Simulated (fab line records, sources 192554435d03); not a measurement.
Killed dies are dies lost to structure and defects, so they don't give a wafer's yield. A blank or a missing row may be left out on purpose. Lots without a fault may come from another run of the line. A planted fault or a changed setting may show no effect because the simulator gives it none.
Chamber matching | flow n5_finfet | N5_DUMMY_GATE_ETCH_23 on rie_si-01: 4 sister chambers
The step etches poly-Si in HBr/Cl2/O2, target depth 41 nm, time 22.3 s. 16 wafers are shown with their chamber, then 8 later ones without.

WAFERS WITH THEIR CHAMBER
wafer  | chamber | throttle_valve_pct (%) | drypump_motor_current_A (A) | oes_product_au (a.u.)
L077.3 | 2       | 36.8                   | 5.0                         | 0.970
L077.5 | 0       | 37.3                   | 5.7                         | 1.008
L077.6 | 1       | 38.0                   | 5.8                         | 0.965
L084.1 | 3       | 36.9                   | 6.3                         | 1.014
L084.3 | 0       | 37.3                   | 5.7                         | 1.013
L084.4 | 1       | 38.0                   | 5.8                         | 0.968
L085.1 | 3       | 36.9                   | 6.3                         | 1.027
L085.4 | 0       | 37.3                   | 5.8                         | 1.025
L085.6 | 2       | 36.8                   | 5.0                         | 0.974
L087.1 | 0       | 37.3                   | 5.7                         | 1.021
L087.4 | 3       | 36.9                   | 6.3                         | 1.016
L087.5 | 0       | 37.3                   | 5.7                         | 1.016
L089.1 | 2       | 36.8                   | 5.0                         | 0.970
L089.4 | 0       | 37.3                   | 5.8                         | 1.006
L089.5 | 0       | 37.3                   | 5.7                         | 1.006
L092.2 | 1       | 38.1                   | 5.8                         | 0.976

SIGNATURES (means of the wafers above)
reading                 | chamber 0 | chamber 1 | chamber 2 | chamber 3 | scatter within a chamber
throttle_valve_pct      | 37.300    | 38.033    | 36.800    | 36.900    | 0.0236
drypump_motor_current_A | 5.729     | 5.800     | 5.000     | 6.300     | 0.0345
oes_product_au          | 1.01357   | 0.96967   | 0.97133   | 1.01900   | 0.00653
Rule: a wafer's distance from a chamber is the root of the sum, over the readings, of the square of ((its reading less the chamber's mean) divided by the reading's scatter). The wafer belongs to the nearest chamber; if the next one is less than 2 further off, it can't be placed. The scatter: the root of (the sum of the squares of (reading less its chamber's mean) over the shown wafers, divided by (wafers less chambers)).

WAFERS WITHOUT THEIR CHAMBER
wafer  | throttle_valve_pct (%) | drypump_motor_current_A (A) | oes_product_au (a.u.)
L092.3 | 36.8                   | 5.0                         | 0.984
L092.4 | 37.3                   | 5.7                         | 1.022
L093.1 | 36.9                   | 6.3                         | 1.021
L093.3 | 38.0                   | 5.8                         | 0.980
L093.6 | 37.3                   | 5.8                         | 1.034
L097.1 | 37.3                   | 5.8                         | 1.027
L097.3 | 36.8                   | 5.0                         | 0.989
L097.5 | 38.0                   | 5.8                         | 0.981

WHICH CHAMBER EACH WENT THROUGH
wafer  | from the rows above | in truth
L092.3 | 2                   | 2
L092.4 | 0                   | 0
L093.1 | 3                   | 3
L093.3 | 1                   | 1
L093.6 | 0                   | 0
L097.1 | 0                   | 0
L097.3 | 2                   | 2
L097.5 | 1                   | 1
Placed correctly: 8 of 8. Can't be placed from these rows: 0. Placed wrongly: 0.
